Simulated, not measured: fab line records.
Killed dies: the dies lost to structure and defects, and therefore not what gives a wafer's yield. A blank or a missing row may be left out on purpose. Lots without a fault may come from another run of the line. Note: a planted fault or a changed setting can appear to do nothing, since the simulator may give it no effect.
Which of the tools did it? | flow n5 finfet | 9 lots with 27 wafers sampled at 5 steps, on a route of 1938 steps

WHAT EACH GAUGE READ, for each wafer
N5_PMOS_HMC_CHANNEL_EPI_INSPECT_11: inspects for defects (macro). Usual: 2.2 for raw defect count, sd 1.5.
lot  | measured    | on                | raw defect count | flag
L117 | day 2 17:26 | defect inspect-01 | 0 4 0            |
L118 | day 3 02:40 | defect inspect-01 | 0 3 1            |
L119 | day 3 06:55 | defect inspect-01 | 0 0 2            |
L120 | day 3 12:47 | defect inspect-01 | 3 1 3            |
L123 | day 4 05:14 | defect inspect-02 | 3 1 1            |
L124 | day 4 11:06 | defect inspect-01 | 2 6 2            |
L125 | day 4 16:58 | defect inspect-02 | 2 3 0            |
L128 | day 5 11:10 | defect inspect-02 | 4 4 1            |
L136 | day 7 11:18 | defect inspect-01 | 2 4 2            |

N5_BEOL_M4_RC_MEAS_101. Usual: CJ_P 5.82, standard deviation 0.22; DIBL_N 36.0 mV/V, standard deviation 2.2; DIBL_P 35.9 mV/V, standard deviation 2.6; IOFF_N 0.16 nA/um, standard deviation 0.038; IOFF_P 0.21 nA/um, standard deviation 0.042; ION_N 675 uA/um, standard deviation 15; ION_P 463 uA/um, standard deviation 10; SS_N 71.5 mV/dec, standard deviation 0.62; SS_P 73.2 mV/dec, standard deviation 0.76; VT_N 250 mV, standard deviation 4.1; VT_P -251 mV, standard deviation 3.6.
lot  | measured     | on        | CJ_P           | DIBL_N (mV/V)  | DIBL_P (mV/V)  | IOFF_N (nA/um) | IOFF_P (nA/um) | ION_N (uA/um) | ION_P (uA/um) | SS_N (mV/dec)  | SS_P (mV/dec)  | VT_N (mV)   | VT_P (mV)      | flag
L117 | day 9 00:44  | prober-01 | 5.53 5.75 5.76 | 32.4 32.1 34.7 | 31.1 31.3 33.8 | 0.10 0.10 0.13 | 0.14 0.14 0.18 | 662 648 674   | 457 454 465   | 71.0 70.5 71.4 | 72.7 72.4 74.1 | 259 260 255 | -258 -257 -251 |
L118 | day 9 03:22  | prober-01 | 6.19 5.77 5.74 | 38.7 36.1 33.1 | 39.3 35.5 32.3 | 0.21 0.16 0.12 | 0.26 0.19 0.16 | 690 675 662   | 471 459 452   | 72.2 72.4 71.2 | 74.5 73.7 72.1 | 245 249 252 | -249 -251 -253 |
L119 | day 9 19:13  | prober-01 | 6.06 5.72 5.92 | 43.9 41.1 37.2 | 43.5 40.2 35.3 | 0.29 0.22 0.14 | 0.34 0.26 0.19 | 693 687 684   | 471 469 467   | 72.5 72.6 71.3 | 75.3 74.2 73.0 | 245 243 252 | -245 -247 -255 |
L120 | day 9 22:17  | prober-01 | 5.78 5.91 5.81 | 36.5 34.2 35.0 | 35.6 34.0 34.3 | 0.15 0.13 0.13 | 0.20 0.19 0.19 | 672 682 673   | 462 473 465   | 71.5 70.9 70.7 | 73.3 72.4 72.6 | 249 253 251 | -249 -250 -249 |
L123 | day 10 11:47 | prober-01 | 5.70 6.26 5.80 | 32.1 37.1 35.9 | 32.0 37.1 37.0 | 0.11 0.16 0.15 | 0.13 0.19 0.20 | 679 687 676   | 457 463 453   | 70.8 72.5 71.3 | 71.7 72.6 72.6 | 251 250 247 | -258 -254 -252 |
L124 | day 10 14:30 | prober-01 | 6.17 5.72 6.27 | 38.5 32.9 37.7 | 36.9 30.5 36.0 | 0.16 0.09 0.16 | 0.26 0.17 0.25 | 684 639 674   | 475 447 474   | 71.2 70.3 71.4 | 73.7 72.9 73.6 | 248 257 248 | -247 -250 -245 |
L125 | day 11 07:26 | prober-01 | 4.14 4.58 4.48 | 35.2 34.9 35.5 | 36.8 35.1 36.9 | 0.15 0.14 0.15 | 0.21 0.18 0.21 | 673 681 666   | 461 467 457   | 71.2 71.4 71.6 | 72.7 72.6 73.5 | 249 250 246 | -248 -249 -253 | OFF
L128 | day 12 00:31 | prober-01 | 4.83 4.72 4.52 | 35.9 34.5 33.3 | 35.2 35.5 33.3 | 0.14 0.14 0.10 | 0.18 0.19 0.17 | 670 656 632   | 460 454 440   | 71.9 71.3 71.4 | 73.4 74.4 74.0 | 253 248 254 | -256 -255 -258 | OFF
L136 | day 13 18:21 | prober-02 | 6.18 5.90 5.85 | 36.0 35.7 35.6 | 37.0 36.7 37.8 | 0.18 0.18 0.19 | 0.25 0.25 0.28 | 684 693 700   | 464 475 491   | 71.0 71.2 71.5 | 73.4 73.6 74.2 | 245 244 245 | -248 -245 -245 |

WHAT TOOL EACH LOT RAN ON (gives the tool, then ch and the chambers of the sampled wafers, and finally the start)
lot  | N5_ZERO_LAYER_DESCUM_16           | N5_WELL_APT_IMPLANT_15         | N5_PMOS_HMC_CHANNEL_EPI_DESCUM_14
L117 | rie diel-02 ch 0,2,3, day 2 12:42 | implanter-02 ch 0, day 2 14:06 | rie diel-05 ch 0,1, day 2 17:28
L118 | rie diel-05 ch 1,3, day 2 18:49   | implanter-01 ch 0, day 2 21:49 | rie diel-03 ch 2,3, day 3 02:42
L119 | rie diel-05 ch 1,2, day 3 00:50   | implanter-02 ch 0, day 3 03:32 | rie diel-02 ch 0,2,3, day 3 07:01
L120 | rie diel-02 ch 0,1,2, day 3 06:53 | implanter-01 ch 0, day 3 09:15 | rie diel-03 ch 0,2, day 3 12:49
L123 | rie diel-02 ch 0,2, day 4 00:42   | implanter-01 ch 0, day 4 02:14 | rie diel-05 ch 0,1,3, day 4 05:16
L124 | rie diel-03 ch 0,1,3, day 4 06:41 | implanter-01 ch 0, day 4 07:55 | rie diel-02 ch 1,2,3, day 4 11:17
L125 | rie diel-03 ch 2,3, day 4 12:41   | implanter-01 ch 0, day 4 13:58 | rie diel-05 ch 0,1, day 4 17:00
L128 | rie diel-03 ch 0,1,3, day 5 06:41 | implanter-01 ch 0, day 5 07:59 | rie diel-02 ch 1,2, day 5 11:12
L136 | rie diel-05 ch 0,2, day 7 06:41   | implanter-02 ch 0, day 7 08:05 | rie diel-02 ch 0,1,2, day 7 11:28
- N5_ZERO_LAYER_DESCUM_16: chemistry O2, time 7.9 s.
- N5_WELL_APT_IMPLANT_15
- N5_PMOS_HMC_CHANNEL_EPI_DESCUM_14: chemistry O2, time 7.9 s.

WHAT THE TOOLS THEMSELVES READ (means of the sampled wafers that have a number; where no wafer has one, the mark that the record gives instead)
N5_ZERO_LAYER_DESCUM_16. Usual: drypump motor current A 5.7 A, standard deviation 0.49; oes product au 0.82 a.u., standard deviation 0.073; rf vpp V 243.2 V, standard deviation 1.1; showerhead plenum p Torr 2.10 Torr, standard deviation 0.047; throttle valve pct 20.38 %, standard deviation 0.24.
lot  | tool        | drypump motor current A (A) | oes product au (a.u.) | rf vpp V (V) | showerhead plenum p Torr (Torr) | throttle valve pct (%) | flag
L117 | rie diel-02 | 5.8                         | 0.84                  | 243.5        | 2.11                            | 20.44                  |
L118 | rie diel-05 | 6.2                         | 0.84                  | 242.8        | 2.11                            | 20.52                  |
L119 | rie diel-05 | 5.8                         | 0.84                  | 244.3        | 2.15                            | 20.18                  |
L120 | rie diel-02 | 5.8                         | 0.86                  | 242.6        | 2.08                            | 20.31                  |
L123 | rie diel-02 | 5.8                         | 0.88                  | 242.8        | 2.10                            | 20.26                  |
L124 | rie diel-03 | 5.6                         | 0.80                  | 242.7        | 2.11                            | 20.46                  |
L125 | rie diel-03 | 6.3                         | 0.81                  | 243.4        | 2.15                            | 20.32                  |
L128 | rie diel-03 | 5.6                         | 0.79                  | 242.9        | 2.11                            | 20.48                  |
L136 | rie diel-05 | 5.9                         | 0.79                  | 242.6        | 2.10                            | 20.25                  |

N5_WELL_APT_IMPLANT_15. Usual: beam energy keV 25.000, standard deviation 0.0069; end station pressure torr 5.15e-06 Torr, standard deviation 2.4e-07.
lot  | tool         | beam energy keV | end station pressure torr (Torr) | flag
L117 | implanter-02 | 24.994          | 5.01e-06                         |
L118 | implanter-01 | 25.004          | 4.98e-06                         |
L119 | implanter-02 | 24.996          | 5.16e-06                         |
L120 | implanter-01 | 25.000          | 5.10e-06                         |
L123 | implanter-01 | 24.992          | 5.23e-06                         |
L124 | implanter-01 | 24.991          | 4.97e-06                         |
L125 | implanter-01 | 41.607          | 5.09e-06                         | OFF
L128 | implanter-01 | 41.607          | 5.47e-06                         | OFF
L136 | implanter-02 | 25.000          | 5.12e-06                         |

N5_PMOS_HMC_CHANNEL_EPI_DESCUM_14. Usual: drypump motor current A 5.8 A, standard deviation 0.45; oes product au 0.81 a.u., standard deviation 0.07; rf vpp V 243.2 V, standard deviation 1.1; showerhead plenum p Torr 2.10 Torr, standard deviation 0.049; throttle valve pct 20.37 %, standard deviation 0.23.
lot  | tool        | drypump motor current A (A) | oes product au (a.u.) | rf vpp V (V) | showerhead plenum p Torr (Torr) | throttle valve pct (%) | flag
L117 | rie diel-05 | 5.7                         | 0.78                  | 243.5        | 2.14                            | 20.16                  |
L118 | rie diel-03 | 6.3                         | 0.83                  | 243.4        | 2.15                            | 20.30                  |
L119 | rie diel-02 | 5.7                         | 0.84                  | 242.9        | 2.11                            | 20.45                  |
L120 | rie diel-03 | 5.6                         | 0.78                  | 242.7        | 2.14                            | 20.48                  |
L123 | rie diel-05 | 5.9                         | 0.80                  | 243.4        | 2.10                            | 20.36                  |
L124 | rie diel-02 | 5.9                         | 0.79                  | 242.5        | 2.09                            | 20.52                  |
L125 | rie diel-05 | 5.7                         | 0.76                  | 244.5        | 2.13                            | 20.19                  |
L128 | rie diel-02 | 6.0                         | 0.80                  | 242.2        | 2.06                            | 20.39                  |
L136 | rie diel-02 | 5.9                         | 0.81                  | 243.1        | 2.07                            | 20.37                  |

THE ANSWER, worked out from the rows above alone
Rule: take the mean of a lot's wafers that have a number; if it is more than 3 standard deviations from the usual mean, the lot is off. Also off: a lot with no number at a reading for which 4 or more lots have one. All remaining lots with rows at the step are treated as sound. The gauges are gone through in route order, then the tools' own readings, and for those a lot's mean is taken as printed above. The first step at which some lot is off is used, and at that step the reading that is off furthest; a lot without a number counts as furthest.
Off: L125, L128, seen at N5_BEOL_M4_RC_MEAS_101 (CJ_P).
If a tool, at a process step before that reading, ran all the lots that are off and no sound lot after the first of them, it fits. Not tried: the gauges at N5_BEOL_M4_RC_MEAS_101; whatever is off there is also off at N5_WELL_APT_IMPLANT_15, on other tools, and gauge error can't account for it. 2 tools fit, rie diel-03 at N5_ZERO_LAYER_DESCUM_16 and implanter-01 at N5_WELL_APT_IMPLANT_15, so this cannot tell which one it is.

WHAT THE SIMULATOR PUT IN
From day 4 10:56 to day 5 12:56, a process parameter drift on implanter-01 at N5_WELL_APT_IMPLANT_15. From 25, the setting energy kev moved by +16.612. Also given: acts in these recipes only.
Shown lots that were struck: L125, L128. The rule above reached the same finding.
